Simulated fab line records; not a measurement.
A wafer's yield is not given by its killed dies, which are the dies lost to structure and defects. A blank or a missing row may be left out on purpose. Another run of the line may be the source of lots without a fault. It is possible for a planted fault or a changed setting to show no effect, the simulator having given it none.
Which tool was responsible?	flow n5-finfet	9 lots with 26 wafers sampled at 5 steps, on a route of 1938 steps

WHAT THE GAUGES SHOWED, per wafer
N5_BEOL_M4_RC_MEAS_101. Usual: DIBL_N 35.9 mV/V, standard deviation 1.9; DIBL_P 35.8 mV/V, standard deviation 2.4; IOFF_N 0.15 nA/um, standard deviation 0.031; IOFF_P 0.21 nA/um, standard deviation 0.037; ION_N 672 uA/um, standard deviation 13; ION_P 462 uA/um, standard deviation 8.3; SS_N 71.5 mV/dec, standard deviation 0.72; SS_P 73.2 mV/dec, standard deviation 0.67; VT_N 250 mV, standard deviation 3.4; VT_P -250 mV, standard deviation 3.4.
lot	measured	on	DIBL_N (mV/V)	DIBL_P (mV/V)	IOFF_N (nA/um)	IOFF_P (nA/um)	ION_N (uA/um)	ION_P (uA/um)	SS_N (mV/dec)	SS_P (mV/dec)	VT_N (mV)	VT_P (mV)	flag
L942	day 7 22:57	prober-02	37.0 36.5 36.5	37.6 35.3 36.1	0.15 0.13 0.13	0.22 0.18 0.19	676 657 660	466 450 457	71.2 71.2 71.4	73.8 73.2 72.7	250 253 252	-250 -253 -251	
L945	day 9 05:14	prober-02	35.8 37.4 35.5	35.0 36.8 34.3	0.13 0.16 0.13	0.18 0.22 0.18	661 669 669	453 462 459	71.1 72.1 71.0	72.7 73.6 73.0	251 252 252	-252 -250 -251	
L949	day 9 11:38	prober-02	33.1 36.3	32.7 36.9	0.11 0.17	0.16 0.22	657 678	456 460	70.2 71.2	71.7 73.2	252 247	-254 -248	
L959	day 11 21:08	prober-02	39.6 38.2 36.8	39.5 36.9 36.1	0.21 0.18 0.16	0.29 0.24 0.22	684 682 674	476 469 464	71.4 72.2 71.6	74.8 73.5 73.5	243 247 248	-247 -251 -249	
L961	day 12 12:03	prober-01	36.3 33.1 34.3	34.0 30.0 32.4	0.16 0.10 0.12	0.20 0.14 0.17	682 656 669	465 453 461	71.4 71.2 70.8	73.8 72.4 72.6	250 254 252	-250 -253 -255	
L962	day 13 07:49	prober-01	37.3 35.4 35.8	37.4 36.2 35.8	0.19 0.16 0.17	0.26 0.23 0.23	682 676 688	470 472 471	71.5 70.8 70.9	73.0 73.6 72.9	244 247 247	-246 -248 -248	
L963	day 13 22:16	prober-02	36.2 37.0 35.5	39.0 39.4 37.0	0.16 0.16 0.14	0.23 0.22 0.19	667 662 672	459 451 461	71.7 71.6 71.8	73.3 73.5 73.1	252 249 252	-248 -250 -250	
L964	day 13 22:01	prober-01	38.1 37.9 35.8	39.6 38.2 37.0	0.19 0.18 0.15	0.26 0.23 0.20	677 696 674	462 474 464	72.5 72.1 71.2	74.5 74.2 74.0	246 249 251	-246 -248 -251	
L965	day 14 01:53	prober-02	34.6 36.8 36.9	33.6 35.7 35.7	0.13 0.17 0.16	0.20 0.23 0.23	674 690 682	473 475 473	70.6 71.4 71.3	72.7 73.0 72.5	250 249 253	-251 -247 -247	

WHICH TOOL RAN EACH LOT (tool, then ch and the chambers of the sampled wafers, then the start)
lot	N5_SD_EPI_N_ETCH_16	N5_SD_EPI_N_PRECLEAN_49	N5_SD_EPI_P_DESCUM_14	N5_SD_EPI_P_ETCH_36
L942	rie-diel-06 ch 1,2,3, day 3 04:14	remote-plasma-02 ch 0, day 3 07:07	rie-diel-02 ch 0,2,3, day 3 08:03	rie-diel-02 ch 0,2,3, day 3 08:05
L945	rie-diel-05 ch 0,1, day 3 21:47	remote-plasma-01 ch 0, day 4 01:26	rie-diel-03 ch 0,2,3, day 4 02:21	rie-diel-03 ch 0,2,3, day 4 02:23
L949	rie-diel-04 ch 2,3, day 4 20:16	remote-plasma-01 ch 1, day 4 23:15	rie-diel-02 ch 1,2, day 5 00:20	rie-diel-02 ch 1,2, day 5 00:23
L959	rie-diel-05 ch 0,1, day 7 06:21	remote-plasma-01 ch 1, day 7 10:59	rie-diel-01 ch 1,2,3, day 7 12:23	rie-diel-01 ch 1,2,3, day 7 12:25
L961	rie-diel-06 ch 1,3, day 7 20:10	remote-plasma-02 ch 0, day 7 23:06	rie-diel-02 ch 2,3, day 7 23:56	rie-diel-02 ch 2,3, day 7 23:58
L962	rie-diel-04 ch 1, day 8 01:37	remote-plasma-01 ch 1, day 8 04:31	rie-diel-01 ch 0,1,3, day 8 05:55	rie-diel-01 ch 0,1,3, day 8 05:57
L963	rie-diel-04 ch 2,3, day 8 06:55	remote-plasma-01 ch 1, day 8 09:52	rie-diel-03 ch 1,2,3, day 8 10:54	rie-diel-03 ch 1,2,3, day 8 10:56
L964	rie-diel-04 ch 1,2, day 8 17:23	remote-plasma-02 ch 0, day 8 20:18	rie-diel-01 ch 2,3, day 8 21:29	rie-diel-01 ch 2,3, day 8 21:31
L965	rie-diel-05 ch 0,1, day 8 19:44	remote-plasma-01 ch 0, day 8 22:40	rie-diel-01 ch 0,2,3, day 8 23:28	rie-diel-01 ch 0,2,3, day 8 23:30
- N5_SD_EPI_N_ETCH_16: etches SiO2 in CHF3/O2, target depth 5 nm.
- N5_SD_EPI_N_PRECLEAN_49: cleans in NF3:NH3, afs cycles 1, time 20 s, sublimation time 60 s.
- N5_SD_EPI_P_DESCUM_14: chemistry O2, time 7.9 s.
- N5_SD_EPI_P_ETCH_36: etches SiARC in CF4, target depth 45.5 nm, time 75.8 s.

WHAT THE TOOLS THEMSELVES READ (means of the sampled wafers that have a number; where no wafer has one, the mark that the record gives instead)
N5_SD_EPI_N_ETCH_16. Usual: drypump-motor-current-A 5.7 A, standard deviation 0.55; oes-product-au 0.77 a.u., standard deviation 0.067; rf-vpp-V 525 V, standard deviation 12; showerhead-plenum-p-Torr 2.39 Torr, standard deviation 0.075; throttle-valve-pct 19.01 %, standard deviation 0.14.
lot	tool	drypump-motor-current-A (A)	oes-product-au (a.u.)	rf-vpp-V (V)	showerhead-plenum-p-Torr (Torr)	throttle-valve-pct (%)	flag
L942	rie-diel-06	5.4	0.72	523	2.35	19.00	
L945	rie-diel-05	5.8	0.78	523	2.36	19.10	
L949	rie-diel-04	4.9	0.73	531	2.42	19.04	
L959	rie-diel-05	5.9	0.75	522	2.35	19.15	
L961	rie-diel-06	5.3	0.88	523	2.32	18.85	
L962	rie-diel-04	5.8	0.87	504	2.46	19.14	
L963	rie-diel-04	4.9	0.71	533	2.43	19.05	
L964	rie-diel-04	5.2	0.75	526	2.48	19.06	
L965	rie-diel-05	6.0	0.73	515	2.31	19.16	

N5_SD_EPI_P_DESCUM_14. Usual: drypump-motor-current-A 5.6 A, standard deviation 0.52; oes-product-au 0.78 a.u., standard deviation 0.068; rf-vpp-V 243.5 V, standard deviation 1.7; showerhead-plenum-p-Torr 2.11 Torr, standard deviation 0.09; throttle-valve-pct 20.46 %, standard deviation 0.23.
lot	tool	drypump-motor-current-A (A)	oes-product-au (a.u.)	rf-vpp-V (V)	showerhead-plenum-p-Torr (Torr)	throttle-valve-pct (%)	flag
L942	rie-diel-02	5.7	0.84	243.7	2.08	20.48	
L945	rie-diel-03	5.8	0.78	244.6	2.16	20.40	
L949	rie-diel-02	5.5	0.76	241.2	1.96	20.39	
L959	rie-diel-01	5.3	0.86	243.7	2.18	20.52	
L961	rie-diel-02	5.9	0.82	241.9	2.03	20.60	
L962	rie-diel-01	5.7	0.78	244.3	2.16	20.61	
L963	rie-diel-03	5.8	0.75	243.6	2.15	20.46	
L964	rie-diel-01	5.1	0.82	243.7	2.13	20.52	
L965	rie-diel-01	5.4	0.80	244.4	2.16	20.50	

N5_SD_EPI_P_ETCH_36. Usual: drypump-motor-current-A 5.6 A, standard deviation 0.52; etch-rf-on-time-s 76.1 s, standard deviation 1.6; oes-product-au 0.67 a.u., standard deviation 0.058; rf-vpp-V 184.3 V, standard deviation 1.3; showerhead-plenum-p-Torr 2.17 Torr, standard deviation 0.087; throttle-valve-pct 15.65 %, standard deviation 0.2.
lot	tool	drypump-motor-current-A (A)	etch-rf-on-time-s (s)	oes-product-au (a.u.)	rf-vpp-V (V)	showerhead-plenum-p-Torr (Torr)	throttle-valve-pct (%)	flag
L942	rie-diel-02	5.6	75.5	0.72	184.0	2.14	15.66	
L945	rie-diel-03	5.9	76.6	0.66	184.9	2.21	15.63	
L949	rie-diel-02	5.5	77.4	0.66	182.1	2.02	15.57	
L959	rie-diel-01	5.3	74.2	0.74	184.9	2.22	15.63	
L961	rie-diel-02	5.9	73.7	0.70	183.5	2.08	15.75	
L962	rie-diel-01	5.7	76.3	0.66	184.7	2.21	15.76	
L963	rie-diel-03	5.8	75.8	0.64	184.6	2.20	15.65	
L964	rie-diel-01	5.1	73.2	0.71	184.4	2.18	15.69	
L965	rie-diel-01	5.4	74.5	0.68	185.8	2.21	15.66	

THE ANSWER, worked out from the rows above alone
Rule: take the mean of a lot's wafers that have a number; if it is more than 3 standard deviations from the usual mean, the lot is off. A lot without any number at a reading at which 4 lots or more have one is off too. The other lots that the step has rows for count as sound. After the gauges, taken in route order, come the tools' own readings; for these a lot's mean is taken, as printed above. The first step at which some lot is off is used, and at that step the reading that is off furthest; a lot without a number counts as furthest.
Across all readings shown, no lot is off: no conclusion can be drawn from this.

WHAT THE SIMULATOR HAD PUT IN
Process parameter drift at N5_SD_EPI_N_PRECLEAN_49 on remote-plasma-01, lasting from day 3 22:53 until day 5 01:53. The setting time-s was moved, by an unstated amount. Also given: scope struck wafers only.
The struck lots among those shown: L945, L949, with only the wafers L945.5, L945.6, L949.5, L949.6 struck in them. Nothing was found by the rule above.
